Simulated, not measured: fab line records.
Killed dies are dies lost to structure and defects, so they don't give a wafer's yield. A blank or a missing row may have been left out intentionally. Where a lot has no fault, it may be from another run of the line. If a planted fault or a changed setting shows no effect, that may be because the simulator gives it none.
What tool caused it?    flow nand_harc    36 wafers from 12 lots sampled at 2 of the route's 1159 steps

== WHAT EACH GAUGE READ, for each wafer ==
NHARC_A_CHANNEL_FILL_D1_INSPECT_13.
lot   measured      on                 raw_defect_count
L075  day 11 03:23  defect_inspect-02  152 264 152
L077  day 11 07:23  defect_inspect-02  193 263 194
L080  day 12 06:44  defect_inspect-01  355 309 333
L079  day 12 10:40  defect_inspect-02  466 223 355
L083  day 13 01:56  defect_inspect-02  217 211 301
L085  day 13 23:30  defect_inspect-01  179 188 290
L088  day 13 23:20  defect_inspect-01  341 394 212
L090  day 14 13:47  defect_inspect-01  194 234 317
L091  day 15 02:55  defect_inspect-02  175 220 233
L094  day 15 02:53  defect_inspect-01  400 293 387
L097  day 16 09:36  defect_inspect-02  288 280 403
L096  day 16 14:48  defect_inspect-01  268 200 271

== EACH LOT AND THE TOOL THAT RAN IT (in order: tool; ch and the chambers of the sampled wafers; start) ==
lot   NHARC_A_CHANNEL_FILL_D1_ALD_03
L075  ald_sin_batch-01 ch 0, day 11 03:23 or earlier
L077  ald_sin_batch-01 ch 0, day 11 07:23 or earlier
L080  ald_sin_batch-02 ch 0, day 12 06:44 or earlier
L079  ald_sin_batch-03 ch 0, day 12 10:40 or earlier
L083  ald_sin_batch-02 ch 0, day 13 01:56 or earlier
L085  ald_sin_batch-02 ch 0, day 13 23:30 or earlier
L088  ald_sin_batch-02 ch 0, day 13 23:20 or earlier
L090  ald_sin_batch-01 ch 0, day 14 13:47 or earlier
L091  ald_sin_batch-03 ch 0, day 15 02:55 or earlier
L094  ald_sin_batch-02 ch 0, day 15 02:53 or earlier
L097  ald_sin_batch-02 ch 0, day 16 09:36 or earlier
L096  ald_sin_batch-01 ch 0, day 16 14:48 or earlier
- NHARC_A_CHANNEL_FILL_D1_ALD_03: deposits SiNx, target thk 6 nm, pulse time 60 s, ald cycles 58.

== THE ANSWER, worked out from the rows above alone ==
Rule: usual is defined by the lots themselves. The widest of any qualifying gaps counts: lots, ordered by their means at a reading, are off when they make up no more than a third of the lots, leave a main group of 4 or more, and stand apart from it by 3 or more times the standard deviation of that group's means. A main group whose means are all the same, to the digits that the tables above print for the reading, isn't used. Also off: a lot with no number at a reading for which 4 or more lots have one. Where the step has rows for the other lots, those lots are counted as sound.
No lot is off at any reading shown: from this, nothing can be told.

== WHAT WAS PUT IN BY THE SIMULATOR ==
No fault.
